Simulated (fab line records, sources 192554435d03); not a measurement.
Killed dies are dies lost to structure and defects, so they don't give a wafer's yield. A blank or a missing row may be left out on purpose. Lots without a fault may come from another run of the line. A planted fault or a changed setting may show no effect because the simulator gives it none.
Split-lot experiment | flow n5_finfet | 7 lots, 21 wafers read, on a route of 1938 steps

THE SPLIT
At N5_BEOL_M12_COAT_58 (time 60 s, resist thk 89 nm), the setting spin_rpm was moved away from the recipe's 1500 rpm on 8 of the 21 wafers read, by -10.8% to +10.7%. The other wafers ran this setting at the recipe's value.

FROM THE SPLIT TO THE READING: what the file shows between them, 4 steps
- N5_BEOL_M12_EXPOSE_07: exposes mask V11 (also split here: dose_mj)
- N5_BEOL_M12_PEB_08: peb time 90 s
- N5_BEOL_M12_DEVELOP_09: develop time 45 s
- N5_BEOL_M12_DESCUM_15: chemistry O2, time 7.9 s

THE READING
etch.depth_nm (the simulator's own value, which no gauge read), in nm, at N5_BEOL_M12_ETCH_59 (etches BARC in N2/H2, target depth 89 nm, overetch 26.7 nm, time 67.9 s). The file gives no usual value for it. The 13 wafers here that ran the recipe average 89.14 nm, standard deviation 0.16 nm.

wafer  | tool, chamber at the split | spin_rpm as run, rpm | against the recipe | etch.depth_nm, nm | against lot-mates on the recipe
L078.1 | litho_track-01, 0          | 1500                 | recipe             | 89.1              | -
L078.2 | litho_track-01, 0          | 1388                 | -7.5%              | 92.41             | +3.28
L078.5 | litho_track-01, 0          | 1500                 | recipe             | 89.17             | -
L083.1 | litho_track-04, 0          | 1500                 | recipe             | 89.3              | -
L083.4 | litho_track-04, 0          | 1500                 | recipe             | 89.45             | -
L083.6 | litho_track-04, 0          | 1500                 | recipe             | 89.09             | -
L084.1 | litho_track-05, 0          | 1500                 | recipe             | 88.87             | -
L084.3 | litho_track-05, 0          | 1500                 | recipe             | 89.07             | -
L084.6 | litho_track-05, 0          | 1658                 | +10.5%             | 84.65             | -4.32
L085.4 | litho_track-01, 0          | 1603                 | +6.9%              | 86.27             | -2.98
L085.5 | litho_track-01, 0          | 1603                 | +6.9%              | 86.11             | -3.14
L085.6 | litho_track-01, 0          | 1500                 | recipe             | 89.25             | -
L093.1 | litho_track-01, 0          | 1338                 | -10.8%             | 94.46             | +5.47
L093.4 | litho_track-01, 0          | 1500                 | recipe             | 88.91             | -
L093.5 | litho_track-01, 0          | 1500                 | recipe             | 89.07             | -
L094.1 | litho_track-04, 0          | 1344                 | -10.4%             | 94.27             | +4.93
L094.2 | litho_track-04, 0          | 1500                 | recipe             | 89.34             | -
L094.3 | litho_track-04, 0          | 1344                 | -10.4%             | 94.28             | +4.94
L097.2 | litho_track-04, 0          | 1660                 | +10.7%             | 84.79             | -4.30
L097.3 | litho_track-04, 0          | 1500                 | recipe             | 89.11             | -
L097.4 | litho_track-04, 0          | 1500                 | recipe             | 89.06             | -

THE FIT
A straight line over all 21 wafers: etch.depth_nm changes by -0.456 nm for each +1% of spin_rpm; r = -1.00; the points scatter about the line by 0.23 nm.
The same after taking each lot's own level away (the mean of its wafers on the recipe; 21 wafers): -0.451 nm for each +1%; r = -1.00; scatter 0.21 nm.
On that fit, the largest move of spin_rpm shifts the reading by 4.9 nm.
The lots' own levels span 88.970 to 89.340 nm, that is 2.4 times the standard deviation above.
So the lot-to-lot level changes the slope little: the two slopes agree.
Check: with one of the wafers moved furthest among these (-10.8%) left out of the fit, the line predicts +4.83 nm for it against its lot-mates. It came out at +5.47 nm against them.

OTHER SPLITS ON THESE WAFERS
These wafers also went through other splits before the reading. Each is held against what the fit with the lots' levels taken away leaves over:
other split on the same wafers | wafers away from the commonest value | r with etch.depth_nm (lot level and that fit taken away)
N5_BEOL_M11_EXPOSE_08 dose_mj  | 5                                    | +0.09
N5_BEOL_M12_EXPOSE_07 dose_mj  | 6                                    | +0.09

THE WHOLE CHAIN: every reading that the file lists as answering this split, in the file's order
step                 | what it does                                                            | reading                                                                          | change (the file's fit)               | r (the file's)
N5_BEOL_M12_COAT_58  | time 60 s, resist thk 89 nm                                             | BARC_of_BEOL_M12_COAT_58.thk_nm (the simulator's own value, which no gauge read) | -0.443 nm for each +1% of the setting | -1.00
N5_BEOL_M12_ETCH_59  | etches BARC in N2/H2, target depth 89 nm, overetch 26.7 nm, time 67.9 s | etch.depth_nm (the simulator's own value, which no gauge read)                   | -0.447 nm for each +1% of the setting | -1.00
N5_BEOL_M12_STRIP_64 | strips in N2/H2                                                         | strip_time_to_endpoint_s                                                         | withheld for each +1% of the setting  | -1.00

THE FILE'S OWN FIT
etch.depth_nm changes by -0.447 nm for each +1% of spin_rpm, r = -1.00.
